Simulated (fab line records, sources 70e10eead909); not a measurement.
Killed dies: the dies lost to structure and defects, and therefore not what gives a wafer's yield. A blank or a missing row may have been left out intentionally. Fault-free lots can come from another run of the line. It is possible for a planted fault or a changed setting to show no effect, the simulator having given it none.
Chamber matching / flow nand-harc / NHARC_A_CHANNEL_FILL_D1_CMP_10 on cmp-04: 4 sister chambers
The step polishes, target thk 150 nm. 4 wafers are shown with their chamber, then 12 later ones without.

## WAFERS WITH THEIR CHAMBER
wafer=L093.4; chamber=0; motor-current-A (A)=13.8
wafer=L092.2; chamber=2; motor-current-A (A)=11.7
wafer=L092.3; chamber=3; motor-current-A (A)=11.9
wafer=L092.4; chamber=1; motor-current-A (A)=12.1

## WAFERS WITH NO CHAMBER GIVEN
wafer=L095.1; motor-current-A (A)=13.7
wafer=L095.2; motor-current-A (A)=11.9
wafer=L095.5; motor-current-A (A)=13.7
wafer=L095.3; motor-current-A (A)=12.9
wafer=L095.4; motor-current-A (A)=12.6
wafer=L095.6; motor-current-A (A)=11.7
wafer=L094.1; motor-current-A (A)=12.8
wafer=L094.3; motor-current-A (A)=13.4
wafer=L094.6; motor-current-A (A)=12.8
wafer=L094.2; motor-current-A (A)=12.9
wafer=L094.4; motor-current-A (A)=11.2
wafer=L094.5; motor-current-A (A)=13.5

## WHICH CHAMBER EACH ONE RAN IN
wafer=L095.1; from the rows above=0; in truth=0
wafer=L095.2; from the rows above=can't be placed: 3 or 1 or 2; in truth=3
wafer=L095.5; from the rows above=0; in truth=0
wafer=L095.3; from the rows above=can't be placed: 1 or 0 or 3 or 2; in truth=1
wafer=L095.4; from the rows above=can't be placed: 1 or 3 or 2 or 0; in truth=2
wafer=L095.6; from the rows above=can't be placed: 2 or 3 or 1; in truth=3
wafer=L094.1; from the rows above=can't be placed: 1 or 3 or 0 or 2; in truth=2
wafer=L094.3; from the rows above=can't be placed: 0 or 1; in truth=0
wafer=L094.6; from the rows above=can't be placed: 1 or 3 or 0 or 2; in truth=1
wafer=L094.2; from the rows above=can't be placed: 1 or 0 or 3 or 2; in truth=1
wafer=L094.4; from the rows above=can't be placed: 2 or 3 or 1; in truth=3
wafer=L094.5; from the rows above=0; in truth=0
Placed correctly: 3 of 12. Not placeable from these rows: 9 (in 9, the candidates include the true chamber). 0 placed wrongly.
How it was worked out, from the rows above alone: a wafer's distance from a chamber is the root of the sum, over the readings, of the square of ((its reading less the chamber's mean) divided by the reading's scatter). If the next closest chamber is less than 2 further off than the closest, the wafer can't be placed; otherwise it belongs to the closest. The mean given for a chamber averages the wafers shown for that chamber. The scatter: root of mean squared gap, hidden wafer to nearest shown wafer, with one shown wafer a chamber.
